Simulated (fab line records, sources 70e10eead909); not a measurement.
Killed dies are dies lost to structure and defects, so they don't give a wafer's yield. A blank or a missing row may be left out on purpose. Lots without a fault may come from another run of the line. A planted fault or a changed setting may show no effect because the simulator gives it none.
Which tool did it? | flow nand_harc | 13 lots, 39 wafers sampled, at 4 steps of a route of 1302

WHAT THE GAUGES READ, wafer by wafer
The record holds no reading of a measuring or inspecting step that can be judged against a usual standard deviation.

WHICH TOOL RAN EACH LOT (tool, then ch and the chambers of the sampled wafers, then the start)
lot  | NHARC_A_CONTACT_ETCH_30                       | NHARC_A_CONTACT_ETCH_135             | NHARC_A_CONTACT_ETCH_92            | NHARC_A_CONTACT_ETCH_110
L966 | rie_diel-06 ch 0,2, day 22 11:30 or earlier   | har_cap_etch-01 ch 0,1, day 22 11:30 | rie_diel-06 ch 0,1, day 22 13:07   | rie_diel-06 ch 0,1, day 22 14:07
L968 | rie_diel-07 ch 2,3, day 22 23:07 or earlier   | har_cap_etch-03 ch 0,1, day 22 23:07 | rie_diel-06 ch 0,3, day 23 00:47   | rie_diel-06 ch 0,3, day 23 01:17
L967 | rie_diel-06 ch 0,1, day 23 03:20 or earlier   | har_cap_etch-03 ch 0,1, day 23 03:20 | rie_diel-11 ch 1,2, day 23 04:57   | rie_diel-07 ch 0,3, day 23 05:29
L969 | rie_diel-06 ch 0,1,3, day 23 15:09 or earlier | har_cap_etch-01 ch 0,1, day 23 15:09 | rie_diel-06 ch 0,1,2, day 23 16:48 | rie_diel-11 ch 0,3, day 23 17:18
L971 | rie_diel-06 ch 2,3, day 23 20:29 or earlier   | har_cap_etch-01 ch 0,1, day 23 20:29 | rie_diel-07 ch 1,2, day 23 22:05   | rie_diel-07 ch 2,3, day 23 22:36
L970 | rie_diel-11 ch 2,3, day 23 22:02 or earlier   | har_cap_etch-02 ch 0,1, day 23 22:02 | rie_diel-06 ch 1,2, day 23 23:40   | rie_diel-07 ch 0,2,3, day 24 00:10
L972 | rie_diel-07 ch 0,1, day 24 13:14 or earlier   | har_cap_etch-03 ch 0,1, day 24 13:14 | rie_diel-07 ch 1,2, day 24 14:53   | rie_diel-07 ch 1,2, day 24 15:24
L974 | rie_diel-11 ch 0,1,3, day 25 12:24 or earlier | har_cap_etch-03 ch 0,1, day 25 12:24 | rie_diel-06 ch 1,2,3, day 25 14:27 | rie_diel-06 ch 2,3, day 25 15:26
L973 | rie_diel-06 ch 2,3, day 26 05:28 or earlier   | har_cap_etch-03 ch 0,1, day 26 05:28 | rie_diel-06 ch 2,3, day 26 07:03   | rie_diel-11 ch 0,2, day 26 07:36
L980 | rie_diel-06 ch 0,3, day 28 07:44 or earlier   | har_cap_etch-01 ch 0,1, day 28 07:44 | rie_diel-06 ch 2,3, day 28 09:23   | rie_diel-06 ch 0,2,3, day 28 09:53
L982 | rie_diel-11 ch 0,1,3, day 29 05:29 or earlier | har_cap_etch-02 ch 0,1, day 29 05:29 | rie_diel-06 ch 1,3, day 29 07:08   | rie_diel-06 ch 0,3, day 29 07:38
L988 | rie_diel-06 ch 1,3, day 31 18:52 or earlier   | har_cap_etch-02 ch 0,1, day 31 18:52 | rie_diel-06 ch 0,2, day 31 20:29   | rie_diel-11 ch 0,1,3, day 31 21:02
L989 | rie_diel-11 ch 0,1,3, day 32 18:24 or earlier | har_cap_etch-03 ch 0,1, day 32 18:24 | rie_diel-06 ch 1,2, day 32 20:23   | rie_diel-11 ch 0,1,3, day 32 20:55
- NHARC_A_CONTACT_ETCH_30: etches the open film in CF4/CHF3, target depth 72.6 nm, time 36.3 s.
- NHARC_A_CONTACT_ETCH_135: etches the open film in C4F8/O2/Ar, time 311 s, target depth 1912 nm.
- NHARC_A_CONTACT_ETCH_92: etches the open film in CH3F/O2, target depth 40 nm, time 85.7 s.
- NHARC_A_CONTACT_ETCH_110: etches the open film in CF4/O2, target depth 60 nm, overetch 6 nm, time 33 s.

WHAT THE TOOLS THEMSELVES READ (means of the sampled wafers that have a number; where no wafer has one, the mark that the record gives instead)
NHARC_A_CONTACT_ETCH_30. Usual: chamber_pressure_mTorr 25.000 mTorr, standard deviation 0.022; drypump_motor_current_A 5.5 A, standard deviation 0.45; mfc_ar_sccm 0.012 sccm, standard deviation 0.015; oes_product_au 0.925 a.u., standard deviation 0.018; rf_vpp_V 370.5 V, standard deviation 3; showerhead_plenum_p_Torr 1.57 Torr, standard deviation 0.083; throttle_valve_pct 16.801 %, standard deviation 0.0097.
lot  | tool        | chamber_pressure_mTorr (mTorr) | drypump_motor_current_A (A) | mfc_ar_sccm (sccm) | oes_product_au (a.u.) | rf_vpp_V (V) | showerhead_plenum_p_Torr (Torr) | throttle_valve_pct (%) | flag
L966 | rie_diel-06 | 24.996                         | 5.7                         | 0.008              | 0.919                 | 369.7        | 1.56                            | 16.802                 |
L968 | rie_diel-07 | 25.019                         | 5.4                         | 0.024              | 0.921                 | 369.3        | 1.53                            | 16.803                 |
L967 | rie_diel-06 | 25.001                         | 5.1                         | 0.020              | 0.912                 | 372.9        | 1.64                            | 16.799                 |
L969 | rie_diel-06 | 24.994                         | 5.3                         | 0.017              | 0.914                 | 369.5        | 1.57                            | 16.810                 |
L971 | rie_diel-06 | 25.006                         | 5.7                         | 0.003              | 0.969                 | 367.3        | 1.49                            | 16.799                 |
L970 | rie_diel-11 | 25.005                         | 5.8                         | 0.000              | 0.924                 | 373.5        | 1.65                            | 16.805                 |
L972 | rie_diel-07 | 25.002                         | 5.8                         | 0.010              | 0.928                 | 370.9        | 1.57                            | 16.793                 |
L974 | rie_diel-11 | 24.998                         | 5.7                         | 0.003              | 0.915                 | 371.1        | 1.59                            | 16.803                 |
L973 | rie_diel-06 | 25.012                         | 5.7                         | 0.003              | 0.919                 | 367.8        | 1.49                            | 16.808                 |
L980 | rie_diel-06 | 25.020                         | 5.2                         | 0.005              | 0.917                 | 372.4        | 1.62                            | 16.796                 |
L982 | rie_diel-11 | 24.988                         | 5.7                         | 0.003              | 0.928                 | 370.9        | 1.58                            | 16.803                 |
L988 | rie_diel-06 | 25.006                         | 5.4                         | 0.030              | 0.920                 | 368.5        | 1.51                            | 16.801                 |
L989 | rie_diel-11 | 24.987                         | 5.7                         | 0.003              | 0.929                 | 370.3        | 1.57                            | 16.798                 |

NHARC_A_CONTACT_ETCH_135. Usual: chamber_pressure_mTorr 19.999 mTorr, standard deviation 0.018.
lot  | tool            | chamber_pressure_mTorr (mTorr) | flag
L966 | har_cap_etch-01 | 19.995                         |
L968 | har_cap_etch-03 | 20.008                         |
L967 | har_cap_etch-03 | 20.000                         |
L969 | har_cap_etch-01 | 19.995                         |
L971 | har_cap_etch-01 | 19.983                         |
L970 | har_cap_etch-02 | 19.993                         |
L972 | har_cap_etch-03 | 20.004                         |
L974 | har_cap_etch-03 | 20.001                         |
L973 | har_cap_etch-03 | 20.001                         |
L980 | har_cap_etch-01 | 20.000                         |
L982 | har_cap_etch-02 | 19.999                         |
L988 | har_cap_etch-02 | 19.999                         |
L989 | har_cap_etch-03 | 19.999                         |

NHARC_A_CONTACT_ETCH_92. Usual: chamber_pressure_mTorr 25.000 mTorr, standard deviation 0.022; drypump_motor_current_A 5.5 A, standard deviation 0.43; mfc_ar_sccm 200.0 sccm, standard deviation 0.65; oes_product_au 0.930 a.u., standard deviation 0.027; rf_vpp_V 244.0 V, standard deviation 2; showerhead_plenum_p_Torr 2.43 Torr, standard deviation 0.13; throttle_valve_pct 20.662 %, standard deviation 0.0093.
lot  | tool        | chamber_pressure_mTorr (mTorr) | drypump_motor_current_A (A) | mfc_ar_sccm (sccm) | oes_product_au (a.u.) | rf_vpp_V (V) | showerhead_plenum_p_Torr (Torr) | throttle_valve_pct (%) | flag
L966 | rie_diel-06 | 25.010                         | 5.0                         | 199.6              | 0.913                 | 245.5        | 2.57                            | 20.661                 |
L968 | rie_diel-06 | 24.989                         | 5.1                         | 200.3              | 0.990                 | 245.8        | 2.54                            | 20.662                 |
L967 | rie_diel-11 | 24.980                         | 6.3                         | 200.6              | 0.922                 | 246.2        | 2.61                            | 20.668                 |
L969 | rie_diel-06 | 25.004                         | 5.4                         | 199.8              | 0.920                 | 244.4        | 2.45                            | 20.660                 |
L971 | rie_diel-07 | 25.003                         | 5.5                         | 199.5              | 0.914                 | 245.9        | 2.57                            | 20.661                 |
L970 | rie_diel-06 | 25.007                         | 5.8                         | 199.5              | 0.921                 | 243.5        | 2.35                            | 20.669                 |
L972 | rie_diel-07 | 24.981                         | 5.5                         | 199.4              | 0.931                 | 246.8        | 2.56                            | 20.665                 |
L974 | rie_diel-06 | 24.986                         | 5.6                         | 199.8              | 0.911                 | 244.1        | 2.35                            | 20.660                 |
L973 | rie_diel-06 | 24.999                         | 5.9                         | 199.9              | 0.930                 | 242.0        | 2.32                            | 20.659                 |
L980 | rie_diel-06 | 25.016                         | 5.8                         | 200.0              | 0.922                 | 242.1        | 2.32                            | 20.653                 |
L982 | rie_diel-06 | 25.008                         | 5.5                         | 200.3              | 0.996                 | 241.9        | 2.34                            | 20.663                 |
L988 | rie_diel-06 | 25.017                         | 5.6                         | 199.8              | 0.943                 | 243.4        | 2.42                            | 20.664                 |
L989 | rie_diel-06 | 24.987                         | 5.8                         | 199.9              | 0.927                 | 243.2        | 2.34                            | 20.665                 |

NHARC_A_CONTACT_ETCH_110. Usual: chamber_pressure_mTorr 30.003 mTorr, standard deviation 0.025; drypump_motor_current_A 5.5 A, standard deviation 0.45; mfc_ar_sccm 0.011 sccm, standard deviation 0.014; oes_product_au 0.996 a.u., standard deviation 0.0098; rf_vpp_V 197.6 V, standard deviation 1.7; showerhead_plenum_p_Torr 1.33 Torr, standard deviation 0.071; throttle_valve_pct 13.397 %, standard deviation 0.0089.
lot  | tool        | chamber_pressure_mTorr (mTorr) | drypump_motor_current_A (A) | mfc_ar_sccm (sccm) | oes_product_au (a.u.) | rf_vpp_V (V) | showerhead_plenum_p_Torr (Torr) | throttle_valve_pct (%) | flag
L966 | rie_diel-06 | 30.024                         | 5.2                         | 0.032              | 0.984                 | 197.6        | 1.35                            | 13.400                 |
L968 | rie_diel-06 | 30.015                         | 5.2                         | 0.005              | 0.994                 | 198.9        | 1.38                            | 13.393                 |
L967 | rie_diel-07 | 29.975                         | 5.3                         | 0.028              | 0.994                 | 196.4        | 1.26                            | 13.405                 |
L969 | rie_diel-11 | 29.998                         | 5.4                         | 0.003              | 1.005                 | 197.6        | 1.34                            | 13.397                 |
L971 | rie_diel-07 | 30.011                         | 5.2                         | 0.012              | 0.989                 | 198.3        | 1.35                            | 13.399                 |
L970 | rie_diel-07 | 29.989                         | 5.2                         | 0.016              | 0.991                 | 198.3        | 1.32                            | 13.402                 |
L972 | rie_diel-07 | 30.011                         | 5.9                         | 0.006              | 1.008                 | 198.6        | 1.37                            | 13.402                 |
L974 | rie_diel-06 | 29.973                         | 5.7                         | 0.003              | 0.993                 | 195.7        | 1.26                            | 13.399                 |
L973 | rie_diel-11 | 30.012                         | 5.5                         | 0.006              | 1.004                 | 196.7        | 1.31                            | 13.391                 |
L980 | rie_diel-06 | 29.988                         | 5.5                         | 0.005              | 0.967                 | 197.8        | 1.32                            | 13.402                 |
L982 | rie_diel-06 | 29.996                         | 5.4                         | 0.002              | 0.967                 | 197.3        | 1.32                            | 13.393                 |
L988 | rie_diel-11 | 30.015                         | 5.7                         | 0.003              | 1.005                 | 197.7        | 1.34                            | 13.402                 |
L989 | rie_diel-11 | 29.998                         | 5.7                         | 0.003              | 1.001                 | 198.3        | 1.34                            | 13.400                 |

THE ANSWER, worked out from the rows above alone
Rule: a lot is off if the mean of its wafers that have a number lies more than 3 standard deviations from the usual mean. A lot without any number at a reading at which 4 lots or more have one is off too. The other lots that the step has rows for count as sound. The gauges are gone through in route order, then the tools' own readings, and for those a lot's mean is taken as printed above. The first step at which some lot is off is used, and at that step the reading that is off furthest; a lot without a number counts as furthest.
No lot is off at any reading shown: from this, nothing can be told.

WHAT THE SIMULATOR HAD PUT IN
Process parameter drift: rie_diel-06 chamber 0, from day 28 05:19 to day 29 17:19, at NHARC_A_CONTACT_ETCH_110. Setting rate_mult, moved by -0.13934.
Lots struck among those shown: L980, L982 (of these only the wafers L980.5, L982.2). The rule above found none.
